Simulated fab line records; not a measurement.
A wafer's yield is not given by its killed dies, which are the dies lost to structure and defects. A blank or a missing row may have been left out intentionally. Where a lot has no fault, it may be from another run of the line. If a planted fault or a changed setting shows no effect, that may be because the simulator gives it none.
Problem report in the 8D (eight disciplines) form, filled by code | flow n5_finfet | the parts of the form that need people (team, actions taken, sign-off) are left out

== 1. WHAT WENT WRONG ==
bias_w at N5_MIM_TOP_ETCH_ETCH_00 reads a mean of 119.9 W on 1 wafer of 1 lot; wafers without a fault read 125.9 W with a standard deviation of 0.37. That is -16 standard deviations from the usual mean.
The step: etches TiN in Cl2/BCl3, target depth 38.5 nm.
First observed at day 15 02:21: wafer L114.1, on rie_metal-01. The record has a number at this step for 32 wafers belonging to 12 lots. Rule for "out", or "out of limits": more than 4 standard deviations from the usual mean. The other wafers with a number count as sound.

== 2. WHAT IT IS, WHAT IT ISN'T ==
question                    | is                | is not
which readings at this step | bias_w            | drypump_motor_current_A, mfc_cl2_sccm, oes_product_au, throttle_valve_pct
which lots                  | L114              | L103, L104, L105, L106, L107, L108, L109, L110, L111, L112, L125
which wafers of those lots  | L114.1            | L114.3, L114.5
read on which tools         | rie_metal-01      | rie_metal-02, rie_metal-03
when                        | from day 15 02:21 | up to then (28 sound wafers); but 3 sound wafers of L125 came after

== 3. WHAT RULES OUT EACH SUSPECT ==
Counting: any tool at a process step up to the reading remains a suspect provided it ran every lot that is out. Sound lots after the first of them don't rule it out here, since some wafers of a struck lot are sound.
- rie_metal-01 at N5_MIM_TOP_ETCH_ETCH_00 (etches TiN in Cl2/BCl3, target depth 38.5 nm): kept. The lot that is out, L114, ran on it at day 15 02:21; the last sound lot it ran before that was L109, at day 14 11:32. Out on those wafers are its own readings of bias_w.
- Within rie_metal-01 at N5_MIM_TOP_ETCH_ETCH_00, the wafers that are out were processed in chamber 0 and their sound lot-mates in chamber 1.
Remaining after the count: rie_metal-01 at N5_MIM_TOP_ETCH_ETCH_00.

== 4. THE CAUSE (what the simulator had put in) ==
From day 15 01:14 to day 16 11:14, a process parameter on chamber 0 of rie_metal-01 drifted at N5_MIM_TOP_ETCH_ETCH_00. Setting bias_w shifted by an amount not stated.
Only this tool survived the counting.

== 5. SEQUENCE OF EFFECTS, ordered by route ==
One row per reading whose mean, taken over the struck wafers that have a number, lies over 3 standard deviations from the usual. Only readings for which the record gives a usual standard deviation are gone through. hours: the time from each lot's start at the first step in this table that gives one to its start at this step, as a median over the lots. sigmas: the change in usual standard deviations.
hours | step                    | reading | usual   | on struck wafers | change | sigmas
0     | N5_MIM_TOP_ETCH_ETCH_00 | bias_w  | 125.9 W | 119.9            | -6.0   | -16
It contains these process steps:
- N5_MIM_TOP_ETCH_ETCH_00: etches TiN in Cl2/BCl3, target depth 38.5 nm.
Later steps that measure or inspect, where all struck wafers having a row at the step show a number for every such reading and not one has moved that far: N5_MIM_BOT_LITHO_CD_MEAS_08.

== 6. HOW IT WOULD HAVE BEEN CAUGHT EARLIER ==
In this record the first reading out of limits was taken at day 15 02:21, 1 hour after the fault began at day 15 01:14.
